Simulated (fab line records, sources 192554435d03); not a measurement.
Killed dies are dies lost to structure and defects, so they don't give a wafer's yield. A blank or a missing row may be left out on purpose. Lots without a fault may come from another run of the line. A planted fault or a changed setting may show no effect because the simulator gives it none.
A struck lot beside a sound one | flow n5_finfet | 19 steps out of a route of 1938
Sound: wafers L852.1, L852.4, L852.5. Struck: wafers L858.1, L858.4, L858.5. The cause comes at the end.
At each step with rows: each side's tool, then ch and its chambers, then its first start. Under that, the readings that differ: sound wafers | struck wafers | difference of the means | sigmas: that difference in standard deviations of wafers without a fault.
alike: readings whose means differ by less than 2 such deviations, and words and numbers that are the same on both sides. not compared: withheld readings, readings that some wafer has no value for, bounds like >300 that may hide the same value, and numbers for which the record gives no deviation and whose values overlap.
The two part at a step that has a row with sigmas, a row that says differs or no value, or rows on one side only. Numbers that don't overlap but have no deviation are shown without sigmas and don't part them. A reading that every wafer of one side lacks parts them only if that side has two wafers or more.

N5_PASSIVATION_STRIP_14: strips in O2.
  sound on rie_diel-04 ch 0,1,3, day 12 06:52; struck on rie_diel-05 ch 2,3, day 13 19:37
  alike: drypump_motor_current_A, o2_flow_sccm, oes_product_au, rf_vpp_V, showerhead_plenum_p_Torr, throttle_valve_pct
  not compared: rf_hours_counter_h
then, 3 steps without rows for these wafers: N5_PASSIVATION_ETCH_15 (etches SiCN in CF4/N2, target depth 75 nm, time 81.2 s); N5_PASSIVATION_STRIP_73 (strips in post etch residue remover, time 60 s); N5_PASSIVATION_SRD_17 (time 30 s, dry time 30 s).
N5_PASSIVATION_DEGAS_18: time 60 s.
  sound on pvd_sputter-01, day 12 07:05; struck on pvd_sputter-01, day 13 20:26
  alike: heater_power_w
N5_PASSIVATION_PRE_CLEAN_19:
  sound on pvd_sputter-01, day 12 07:08; struck on pvd_sputter-01, day 13 20:28
  alike: heater_power_w
N5_PASSIVATION_SPUTTER_20: material TaN, target thk 50 nm.
  sound on pvd_sputter-01, day 12 07:10; struck on pvd_sputter-01, day 13 20:31
  alike: throttle_valve_pct
N5_PASSIVATION_AL_DEP_21: deposits Al, target thk 2800 nm, time 170 s.
  sound on pvd_sputter-01, day 12 07:16; struck on pvd_sputter-01, day 13 20:37
  alike: cathode_dc_power_W, throttle_valve_pct
then, 4 steps without rows for these wafers: N5_PASSIVATION_HMDS_23 (time 60 s); N5_PASSIVATION_COAT_24; N5_PASSIVATION_EBR_26; N5_PASSIVATION_SOFTBAKE_25 (time 90 s).
N5_PASSIVATION_EXPOSE_27: exposes mask PAD, defocus 0 nm.
  sound on krf_scanner-01 ch 0, day 12 07:34; struck on krf_scanner-01 ch 0, day 13 21:02
  reading              | sound                | struck               | difference | sigmas
  exposure_dose_mJ_cm2 | 32.282 32.240 32.301 | 27.528 27.486 27.538 | -4.757     | -99 or more
  alike: mask
then, 3 steps without rows for these wafers: N5_PASSIVATION_PEB_28; N5_PASSIVATION_DEVELOP_29 (develop time 60 s); N5_PASSIVATION_HARDBAKE_31 (time 120 s).
N5_PASSIVATION_CD_MEAS_30: target cd 4000 nm.
  sound on cd_sem-02 ch 0, day 12 07:44; struck on cd_sem-03 ch 0, day 13 21:12
  reading    | sound                | struck               | difference | sigmas
  cd_nm (nm) | 3998.6 3999.9 3999.7 | 3976.4 3972.2 3974.3 | -25.1      | -10
N5_PASSIVATION_OVL_MEAS_63:
  sound on overlay-01 ch 0, day 12 07:46; struck on overlay-01 ch 0, day 13 21:14
  alike: PAD_OVL
N5_PASSIVATION_PROBE_49:
  the record has rows for the struck wafers here (prober-01, day 14 02:07) and none for the sound ones

WHERE THEY PART
First at N5_PASSIVATION_EXPOSE_27; last, within this record, at N5_PASSIVATION_PROBE_49.

WHY: what the simulator had put in
Process parameter drift: krf_scanner-01, from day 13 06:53 on, at N5_PASSIVATION_EXPOSE_27. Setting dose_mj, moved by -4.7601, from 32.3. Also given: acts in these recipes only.
